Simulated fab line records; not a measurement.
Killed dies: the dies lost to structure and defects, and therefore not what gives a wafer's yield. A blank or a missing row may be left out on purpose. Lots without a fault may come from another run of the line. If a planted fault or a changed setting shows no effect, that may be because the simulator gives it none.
Which tool is to blame?    flow n5-finfet    24 wafers from 9 lots sampled at 5 of the route's 1938 steps

## WHAT THE GAUGES READ, wafer by wafer
N5_BEOL_M4_RC_MEAS_101. Usual: DIBL_N 36.3 mV/V, standard deviation 1.6; DIBL_P 36.2 mV/V, standard deviation 2.1; IOFF_N 0.16 nA/um, standard deviation 0.031; IOFF_P 0.21 nA/um, standard deviation 0.034; ION_N 673 uA/um, standard deviation 11; ION_P 461 uA/um, standard deviation 7.4; SS_N 71.6 mV/dec, standard deviation 0.55; SS_P 73.3 mV/dec, standard deviation 0.66; VT_N 251 mV, standard deviation 3.2; VT_P -251 mV, standard deviation 3.5.
lot   measured      on         DIBL_N (mV/V)   DIBL_P (mV/V)   IOFF_N (nA/um)  IOFF_P (nA/um)  ION_N (uA/um)  ION_P (uA/um)  SS_N (mV/dec)   SS_P (mV/dec)   VT_N (mV)    VT_P (mV)       flag
L886  day 7 15:59   prober-02  36.3 36.8 38.4  36.0 36.5 37.9  0.14 0.14 0.17  0.21 0.21 0.25  683 665 676    471 462 464    71.0 71.5 71.2  73.8 73.4 74.0  254 253 250  -254 -253 -251  
L885  day 7 13:00   prober-02  36.6 34.4       35.7 33.3       0.16 0.13       0.23 0.19       678 683        469 473        72.4 71.6       73.7 73.3       250 252      -252 -250       
L892  day 9 13:11   prober-01  34.9 36.1       34.1 35.5       0.12 0.14       0.17 0.18       655 669        452 454        70.8 71.9       72.7 72.6       253 255      -255 -254       
L902  day 11 13:49  prober-02  36.2 38.6 35.8  33.6 36.5 33.4  0.13 0.18 0.13  0.19 0.23 0.19  663 679 653    451 464 456    71.1 71.7 71.4  72.5 73.8 73.3  253 252 253  -255 -248 -254  
L900  day 11 16:39  prober-02  36.4 34.2 34.8  34.9 32.6 34.5  0.15 0.12 0.14  0.19 0.16 0.19  674 643 660    457 451 459    71.6 71.2 70.7  72.7 71.4 73.0  248 255 253  -251 -251 -252  
L905  day 12 09:29  prober-01  36.9 33.8 36.6  37.1 33.7 37.1  0.16 0.11 0.16  0.18 0.13 0.17  670 662 682    454 446 459    71.6 70.9 71.5  73.1 72.7 73.2  251 256 249  -258 -262 -258  
L906  day 12 17:08  prober-01  36.8 38.1       35.2 37.4       0.15 0.17       0.19 0.21       667 689        454 464        71.3 71.6       73.0 74.0       253 246      -254 -253       
L907  day 13 07:39  prober-01  34.2 37.2 36.9  32.7 37.0 36.4  0.10 0.15 0.14  0.14 0.19 0.19  656 667 666    455 456 463    70.4 71.2 71.6  71.8 72.6 72.9  257 251 252  -254 -253 -255  
L908  day 13 10:01  prober-01  37.9 39.1 39.1  38.5 41.1 41.7  0.19 0.23 0.25  0.23 0.28 0.29  687 697 708    466 472 478    71.7 73.3 72.5  74.6 74.0 74.3  248 245 243  -249 -248 -248  

## TOOL THAT RAN EACH LOT (tool first, then ch and the chambers of the sampled wafers, then the start)
lot   N5_BEOL_M3_STRIP_19                 N5_BEOL_M3_ETCHBACK_99              N5_BEOL_M3_VIA_ETCH_34              N5_BEOL_M3_STRIP_36
L886  rie-diel-03 ch 1,2,3, day 6 23:10   rie-diel-05 ch 0,2,3, day 7 00:13   rie-diel-05 ch 0,2,3, day 7 00:20   rie-diel-05 ch 0,2,3, day 7 00:24
L885  rie-diel-03 ch 2,3, day 6 23:19     rie-diel-03 ch 0,3, day 7 00:19     rie-diel-03 ch 0,3, day 7 00:28     rie-diel-03 ch 0,3, day 7 00:31
L892  rie-diel-03 ch 2,3, day 8 19:43     rie-diel-03 ch 1,3, day 8 21:29     rie-diel-03 ch 1,3, day 8 21:38     rie-diel-03 ch 1,3, day 8 21:41
L902  rie-diel-03 ch 0,1,2, day 10 20:46  rie-diel-01 ch 0,3, day 10 21:39    rie-diel-01 ch 0,3, day 10 21:47    rie-diel-01 ch 0,3, day 10 21:51
L900  rie-diel-03 ch 0,1,3, day 11 02:14  rie-diel-01 ch 1,3, day 11 04:19    rie-diel-01 ch 1,3, day 11 04:26    rie-diel-01 ch 1,3, day 11 04:30
L905  rie-diel-03 ch 0,1, day 11 18:37    rie-diel-01 ch 2,3, day 11 19:55    rie-diel-01 ch 2,3, day 11 20:03    rie-diel-01 ch 2,3, day 11 20:07
L906  rie-diel-05 ch 2,3, day 12 01:43    rie-diel-05 ch 0,2, day 12 02:39    rie-diel-05 ch 0,2, day 12 02:47    rie-diel-05 ch 0,2, day 12 02:51
L907  rie-diel-03 ch 1,2,3, day 12 13:34  rie-diel-05 ch 1,2,3, day 12 15:46  rie-diel-05 ch 1,2,3, day 12 15:53  rie-diel-05 ch 1,2,3, day 12 15:57
L908  rie-diel-03 ch 0,2,3, day 12 17:01  rie-diel-03 ch 0,2,3, day 12 19:36  rie-diel-03 ch 0,2,3, day 12 19:44  rie-diel-03 ch 0,2,3, day 12 19:48
- N5_BEOL_M3_STRIP_19: strips in O2.
- N5_BEOL_M3_ETCHBACK_99: etches SiO2 in CHF3, target depth 5 nm, time 10.4 s.
- N5_BEOL_M3_VIA_ETCH_34: etches the open film in C4F6/O2, target depth 69.4 nm, time 65.9 s.
- N5_BEOL_M3_STRIP_36: strips in N2/H2.

## AS READ BY THE TOOLS THEMSELVES (means over the sampled wafers that have a number; for cases with no such wafer, the mark the record gives instead)
N5_BEOL_M3_STRIP_19. Usual: value, then standard deviation, for each; chamber-pressure-mTorr 29.998 mTorr / 0.024; drypump-motor-current-A 5.6 A / 0.5; o2-flow-sccm 225.0 sccm / 0.61; oes-product-au 0.78 a.u. / 0.078; rf-vpp-V 3.6 V / 0.47; showerhead-plenum-p-Torr 2.10 Torr / 0.083; throttle-valve-pct 16.65 % / 0.19.
lot   tool         chamber-pressure-mTorr (mTorr)  drypump-motor-current-A (A)  o2-flow-sccm (sccm)  oes-product-au (a.u.)  rf-vpp-V (V)  showerhead-plenum-p-Torr (Torr)  throttle-valve-pct (%)  flag
L886  rie-diel-03  29.979                          5.5                          225.5                0.80                   3.7           2.08                             16.64                   
L885  rie-diel-03  30.029                          5.2                          224.8                0.74                   3.8           2.10                             16.73                   
L892  rie-diel-03  30.002                          5.2                          225.1                0.73                   3.4           2.09                             16.76                   
L902  rie-diel-03  30.029                          5.7                          224.7                0.78                   3.6           2.05                             16.69                   
L900  rie-diel-03  29.987                          5.8                          225.3                0.76                   3.8           2.10                             16.73                   
L905  rie-diel-03  29.987                          6.0                          224.9                0.81                   4.1           2.05                             16.64                   
L906  rie-diel-05  30.014                          6.2                          225.0                0.74                   4.0           2.19                             16.46                   
L907  rie-diel-03  29.988                          5.5                          225.1                0.85                   3.3           2.07                             16.55                   
L908  rie-diel-03  30.001                          5.5                          225.0                0.80                   3.8           2.09                             16.67                   

N5_BEOL_M3_ETCHBACK_99. Usual: chamber-pressure-mTorr 30.000 mTorr, standard deviation 0.028; drypump-motor-current-A 5.7 A, standard deviation 0.5; oes-product-au 0.78 a.u., standard deviation 0.078; rf-vpp-V 240 V, standard deviation 5.4; showerhead-plenum-p-Torr 2.14 Torr, standard deviation 0.075; throttle-valve-pct 16.97 %, standard deviation 0.19.
lot   tool         chamber-pressure-mTorr (mTorr)  drypump-motor-current-A (A)  oes-product-au (a.u.)  rf-vpp-V (V)  showerhead-plenum-p-Torr (Torr)  throttle-valve-pct (%)  flag
L886  rie-diel-05  29.976                          6.0                          0.77                   239           2.15                             16.79                   
L885  rie-diel-03  29.969                          5.7                          0.72                   242           2.18                             17.12                   
L892  rie-diel-03  29.978                          5.8                          0.79                   238           2.15                             16.95                   
L902  rie-diel-01  30.002                          5.2                          0.73                   234           2.09                             17.11                   
L900  rie-diel-01  29.992                          5.6                          0.79                   241           2.14                             17.09                   
L905  rie-diel-01  29.984                          5.2                          0.78                   238           2.07                             17.12                   
L906  rie-diel-05  30.026                          6.2                          0.77                   237           2.11                             16.82                   
L907  rie-diel-05  29.996                          6.2                          0.76                   242           2.23                             16.77                   
L908  rie-diel-03  30.018                          5.4                          0.79                   239           2.13                             17.03                   

N5_BEOL_M3_VIA_ETCH_34. Usual: value, then standard deviation, for each; bias-w 170.0 W / 0.54; chamber-pressure-mTorr 14.999 mTorr / 0.014; drypump-motor-current-A 5.7 A / 0.5; oes-product-au 0.78 a.u. / 0.076; rf-vpp-V 663 V / 14; showerhead-plenum-p-Torr 2.83 Torr / 0.095; throttle-valve-pct 30.63 % / 0.29.
lot   tool         bias-w (W)  chamber-pressure-mTorr (mTorr)  drypump-motor-current-A (A)  oes-product-au (a.u.)  rf-vpp-V (V)  showerhead-plenum-p-Torr (Torr)  throttle-valve-pct (%)  flag
L886  rie-diel-05  170.0       14.998                          6.1                          0.78                   661           2.84                             30.38                   
L885  rie-diel-03  170.3       14.989                          5.7                          0.72                   666           2.88                             30.87                   
L892  rie-diel-03  169.9       14.992                          5.8                          0.79                   657           2.83                             30.66                   
L902  rie-diel-01  169.8       15.008                          5.2                          0.73                   649           2.76                             30.88                   
L900  rie-diel-01  188.2       15.008                          5.6                          0.80                   724           2.82                             30.87                   OFF
L905  rie-diel-01  187.9       14.997                          5.2                          0.79                   714           2.73                             30.91                   OFF
L906  rie-diel-05  169.2       15.008                          6.2                          0.76                   650           2.79                             30.45                   
L907  rie-diel-05  169.7       15.002                          6.2                          0.75                   668           2.94                             30.24                   
L908  rie-diel-03  170.2       14.989                          5.5                          0.79                   663           2.81                             30.66                   

N5_BEOL_M3_STRIP_36. Usual: value, then standard deviation, for each; chamber-pressure-mTorr 20.00 mTorr / 0.034; drypump-motor-current-A 5.7 A / 0.5; h2-flow-sccm 199.9 sccm / 0.56; oes-product-au 0.78 a.u. / 0.081; rf-vpp-V 59.2 V / 1.4; showerhead-plenum-p-Torr 2.53 Torr / 0.097; throttle-valve-pct 23.6 % / 0.39.
lot   tool         chamber-pressure-mTorr (mTorr)  drypump-motor-current-A (A)  h2-flow-sccm (sccm)  oes-product-au (a.u.)  rf-vpp-V (V)  showerhead-plenum-p-Torr (Torr)  throttle-valve-pct (%)  flag
L886  rie-diel-05  20.00                           6.1                          199.7                0.78                   59.8          2.54                             23.3                    
L885  rie-diel-03  20.04                           5.7                          199.8                0.72                   60.0          2.58                             24.0                    
L892  rie-diel-03  19.99                           5.8                          199.8                0.81                   58.1          2.55                             23.9                    
L902  rie-diel-01  20.01                           5.2                          199.7                0.73                   61.1          2.47                             23.9                    
L900  rie-diel-01  20.02                           5.6                          200.3                0.77                   58.3          2.52                             23.6                    
L905  rie-diel-01  20.00                           5.2                          200.1                0.79                   57.3          2.45                             23.8                    
L906  rie-diel-05  20.02                           6.2                          199.8                0.76                   58.0          2.50                             23.5                    
L907  rie-diel-05  20.01                           6.2                          200.0                0.75                   58.7          2.64                             23.2                    
L908  rie-diel-03  20.00                           5.5                          199.7                0.80                   59.2          2.51                             23.5                    

## THE ANSWER, worked out from the rows above alone
Rule: a lot counts as off when the mean over its wafers that have a number is more than 3 standard deviations away from the usual mean. Also off: a lot with no number at a reading for which 4 or more lots have one. Any other lot the step has rows for is counted as sound. The gauges are gone through in route order, then the tools' own readings, and for those a lot's mean is taken as printed above. At the first step where some lot is off, the reading lying furthest off is the one used; lots without a number count as furthest.
Off at N5_BEOL_M3_VIA_ETCH_34 (bias-w): L900, L905.
A tool fits if, at that step or a process step before it, it ran every lot that is off, and no sound lot after the first of them. One candidate fits, namely rie-diel-01 at N5_BEOL_M3_ETCHBACK_99 and N5_BEOL_M3_VIA_ETCH_34. At N5_BEOL_M3_ETCHBACK_99 its last sound lot is L902 (day 10 21:39), its first lot that is off L900 (day 11 04:19): a fault that began between those two fits.

## WHAT THE SIMULATOR HAD INSERTED
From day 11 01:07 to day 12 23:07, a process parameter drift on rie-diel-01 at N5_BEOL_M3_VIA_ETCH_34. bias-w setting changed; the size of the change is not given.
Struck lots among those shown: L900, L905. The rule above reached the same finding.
